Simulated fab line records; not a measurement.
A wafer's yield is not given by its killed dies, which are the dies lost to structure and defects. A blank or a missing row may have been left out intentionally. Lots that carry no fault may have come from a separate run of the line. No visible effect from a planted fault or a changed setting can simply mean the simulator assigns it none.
Code-filled problem report in 8D (eight disciplines) form	flow n5Finfet	the parts of the form that need people (team, actions taken, sign-off) are left out

## 1. WHAT WENT WRONG
At N5_PASSIVATION_PROBE_49, killedAtContacts averages 132 over 9 wafers from 3 lots, while fault-free wafers read 13, standard deviation 5.8. Measured from the usual mean, that is +21 standard deviations.
Earliest sighting: wafer L383.1 on prober-02 at day 15 13:23. Wafers with a number at this step in the record: 9, from 3 lots. Rule for "out" (also "out of limits"): further than 4 standard deviations from the usual mean. All remaining wafers that have a number are taken as sound.

## 2. WHAT IT IS, AND WHAT IT ISN'T
question	is	is not
which readings at this step	killedAtContacts	-
which lots	L383, L384, L390	-
which wafers of those lots	all that have a number	-
read on which tools	prober-02	-
when	from day 15 13:23	up to then (0 sound wafers)

## 3. WHAT RULES OUT EACH SUSPECT
Counting: a tool at any process step up to the reading remains a suspect when it ran all the lots that are out and ran no sound lot after the first of those.
- rieDiel-05 at N5_MOL_CONTACT_COAG_ETCH_67 (etches SOC in N2/H2, target depth 60 nm, overetch 21 nm, time 101.2 s): kept. It ran every lot that is out, first L383 (day 8 11:32), and no sound lot after that.
- prober-02 at N5_PASSIVATION_PROBE_49: kept. It ran every lot that is out, first L383 (day 15 13:23), and no sound lot after that. Its own killedAtContacts readings are out on those wafers.
What counting leaves: rieDiel-05 at N5_MOL_CONTACT_COAG_ETCH_67 and prober-02 at N5_PASSIVATION_PROBE_49.

## 4. THE CAUSE (what the simulator had put in)
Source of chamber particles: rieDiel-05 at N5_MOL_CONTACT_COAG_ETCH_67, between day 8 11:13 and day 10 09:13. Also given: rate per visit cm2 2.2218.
Counting left 2 suspects, and this tool is among them.

## 5. THE EFFECT CHAIN, in route order
Rows list readings where the struck wafers' mean (over those with a number) sits beyond 3 standard deviations from the usual. Readings are gone through only where the record gives a usual standard deviation; hours: the median, over the lots, of the time from a lot's start at the first step in this table giving one to that lot's start at this step; sigmas: the change measured in usual standard deviations.
hours	step	reading	usual	on struck wafers	change	sigmas
0	N5_PASSIVATION_PROBE_49	defectLimitedYield	91.7 %	82.4	-9.3	-6.2
0	N5_PASSIVATION_PROBE_49	killedAtContacts	13	132	+119	+21
0	N5_PASSIVATION_PROBE_49	killedDies	97	208	+111	+6.5
0	N5_PASSIVATION_PROBE_49	killedOnRim	13	29	+16	+4.3
0	N5_PASSIVATION_PROBE_49	sort_bin_5_function	4.8 %	10.0	+5.2	+5.7
0	N5_PASSIVATION_PROBE_49	sortNPass	1083	972	-111	-6.5
0	N5_PASSIVATION_PROBE_49	sortYieldPct	91.7 %	82.4	-9.3	-6.2
It contains these process steps:
- N5_PASSIVATION_PROBE_49

## 6. HOW IT WOULD HAVE BEEN CAUGHT EARLIER
170 hours passed between the start of the fault at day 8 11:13 and the first reading out of limits in this record, taken at day 15 13:23.
No tool reading at N5_MOL_CONTACT_COAG_ETCH_67 that has a usual standard deviation in the record was out on any struck wafer, so an alarm limit of 4 standard deviations on those readings would not have fired.
All the lots that are out (3) had begun N5_MOL_CONTACT_COAG_ETCH_67 on rieDiel-05 by day 15 13:23. A hold on the tool at that time would have spared none of them.
